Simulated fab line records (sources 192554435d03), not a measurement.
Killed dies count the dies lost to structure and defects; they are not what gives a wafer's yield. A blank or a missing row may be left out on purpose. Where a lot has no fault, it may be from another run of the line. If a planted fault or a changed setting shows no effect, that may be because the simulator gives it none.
The tool behind it: which one?	flow n5-finfet	20 wafers from 7 lots sampled at 3 of the route's 1938 steps

== WHAT EACH GAUGE READ, for each wafer ==
N5_BEOL_M11_CD_MEAS_18: pitch 140 nm, target cd 70 nm.
lot	measured	on	cd-nm (nm)
L148	day 16 09:19	cd-sem-01	69.9 69.6 69.6
L149	day 18 06:04	cd-sem-02	68.8 69.3 70.2
L154	day 18 15:12	cd-sem-01	70.8 70.1 69.6
L151	day 20 02:00	cd-sem-01	70.3 68.7 70.8
L155	day 20 08:59	cd-sem-01	70.1 69.5 70.4
L156	day 20 12:55	cd-sem-01	69.6 69.4 70.3
L167	day 22 21:49	cd-sem-01	69.5 69.8

== EACH LOT AND THE TOOL THAT RAN IT (in order: tool; ch and the chambers of the sampled wafers; start) ==
lot	N5_BEOL_M11_ETCH_61	N5_BEOL_M11_HM_OPEN_17
L148	rie-diel-05 ch 1,2, day 16 08:49	rie-metal-01 ch 0,1, day 16 09:04
L149	rie-diel-05 ch 0,2,3, day 18 05:38	rie-metal-02 ch 0,1, day 18 05:52
L154	rie-diel-05 ch 0,1,3, day 18 14:43	rie-metal-02 ch 0,1, day 18 15:01
L151	rie-diel-04 ch 0,3, day 20 01:32	rie-metal-03 ch 0,1, day 20 01:47
L155	rie-diel-04 ch 0,1,2, day 20 08:26	rie-metal-02 ch 0,1, day 20 08:40
L156	rie-diel-04 ch 1,2, day 20 12:24	rie-metal-03 ch 0,1, day 20 12:38
L167	rie-diel-04 ch 2,3, day 22 21:23	rie-metal-03 ch 0,1, day 22 21:38
- N5_BEOL_M11_ETCH_61: etches SiARC in CF4, target depth 39 nm, time 65 s.
- N5_BEOL_M11_HM_OPEN_17: chemistry Cl2/BCl3, target TiN, target depth 20 nm, overetch 6 nm.

== THE ANSWER, worked out from the rows above alone ==
Rule: the usual values come from the lots themselves. Put in order of their means at a reading, lots are off if they are a third of the lots or fewer, leave a main group of 4 or more, and stand apart from it by a gap of 3 or more times the standard deviation of the main group's means; of several such gaps the widest counts. A main group is skipped when, at the precision printed for the reading in the tables above, its means are all equal. A lot without any number at a reading at which 4 lots or more have one is off too. Any other lot the step has rows for is counted as sound.
None of the lots is off at any reading shown; this tells nothing.

== WHAT THE SIMULATOR HAD PUT IN ==
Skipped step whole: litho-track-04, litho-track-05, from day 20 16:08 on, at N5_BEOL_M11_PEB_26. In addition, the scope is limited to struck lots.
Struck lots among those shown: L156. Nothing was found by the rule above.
